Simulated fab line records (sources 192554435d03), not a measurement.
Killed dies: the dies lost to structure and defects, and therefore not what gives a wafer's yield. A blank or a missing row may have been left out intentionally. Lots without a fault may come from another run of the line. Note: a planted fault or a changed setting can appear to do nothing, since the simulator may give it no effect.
Matching of chambers | flow n5 finfet | N5_MOL_CONTACT_COAG_ETCH_65 on rie diel-03: 4 sister chambers
The step etches underlayer in N2/H2, target depth 13 nm, time 10.4 s. 18 wafers are shown with their chamber, then 9 later ones without.

WAFERS PAIRED WITH THEIR CHAMBERS
wafer  | chamber | drypump motor current A (A) | throttle valve pct (%) | showerhead plenum p Torr (Torr)
L076.1 | 2       | 5.7                         | 17.3                   | 2.60
L076.4 | 1       | 5.1                         | 18.1                   | 2.59
L076.6 | 3       | 5.4                         | 18.3                   | 2.53
L077.1 | 2       | 5.6                         | 17.3                   | 2.60
L077.4 | 2       | 5.6                         | 17.3                   | 2.60
L077.5 | 3       | 5.4                         | 18.3                   | 2.53
L078.1 | 2       | 5.6                         | 17.3                   | 2.60
L078.2 | 0       | 6.4                         | 17.8                   | 2.52
L078.3 | 3       | 5.4                         | 18.3                   | 2.53
L080.2 | 0       | 6.4                         | 17.8                   | 2.52
L080.4 | 3       | 5.4                         | 18.3                   | 2.53
L080.5 | 2       | 5.6                         | 17.3                   | 2.60
L082.1 | 2       | 5.6                         | 17.3                   | 2.60
L082.4 | 0       | 6.4                         | 17.8                   | 2.52
L082.5 | 2       | 5.6                         | 17.3                   | 2.60
L089.2 | 3       | 5.4                         | 18.3                   | 2.52
L089.4 | 0       | 6.4                         | 17.9                   | 2.51
L089.6 | 0       | 6.4                         | 17.9                   | 2.51

SIGNATURES, as means of the wafers listed above
reading                  | chamber 0 | chamber 1 | chamber 2 | chamber 3 | scatter within a chamber
drypump motor current A  | 6.400     | 5.100     | 5.614     | 5.400     | 0.0247
throttle valve pct       | 17.840    | 18.100    | 17.300    | 18.300    | 0.0293
showerhead plenum p Torr | 2.5160    | 2.5900    | 2.6000    | 2.5280    | 0.00378
Rule: a wafer's distance from a chamber is the root of the sum, over the readings, of the square of ((its reading less the chamber's mean) divided by the reading's scatter). The wafer belongs to the nearest chamber; if the next one is less than 2 further off, it can't be placed. The scatter is the square root of a quotient: the sum, over the shown wafers, of each reading's squared deviation from its chamber's mean, divided by wafers minus chambers.

WAFERS WITH NO CHAMBER GIVEN
wafer  | drypump motor current A (A) | throttle valve pct (%) | showerhead plenum p Torr (Torr)
L090.2 | 5.6                         | 17.3                   | 2.59
L090.3 | 6.4                         | 17.9                   | 2.51
L090.6 | 5.6                         | 17.3                   | 2.59
L091.1 | 6.4                         | 17.9                   | 2.51
L091.3 | 5.4                         | 18.4                   | 2.52
L091.6 | 5.1                         | 17.7                   | 2.58
L095.1 | 5.4                         | 18.4                   | 2.51
L095.3 | 6.4                         | 17.9                   | 2.51
L095.6 | 5.4                         | 18.4                   | 2.51

WHICH CHAMBER EACH ONE RAN IN
wafer  | from the rows above | in truth
L090.2 | 2                   | 2
L090.3 | 0                   | 0
L090.6 | 2                   | 2
L091.1 | 0                   | 0
L091.3 | 3                   | 3
L091.6 | 1                   | 1
L095.1 | 3                   | 3
L095.3 | 0                   | 0
L095.6 | 3                   | 3
Correct placement for 9 of the 9. Can't be placed from these rows: 0. Wrongly placed: 0.
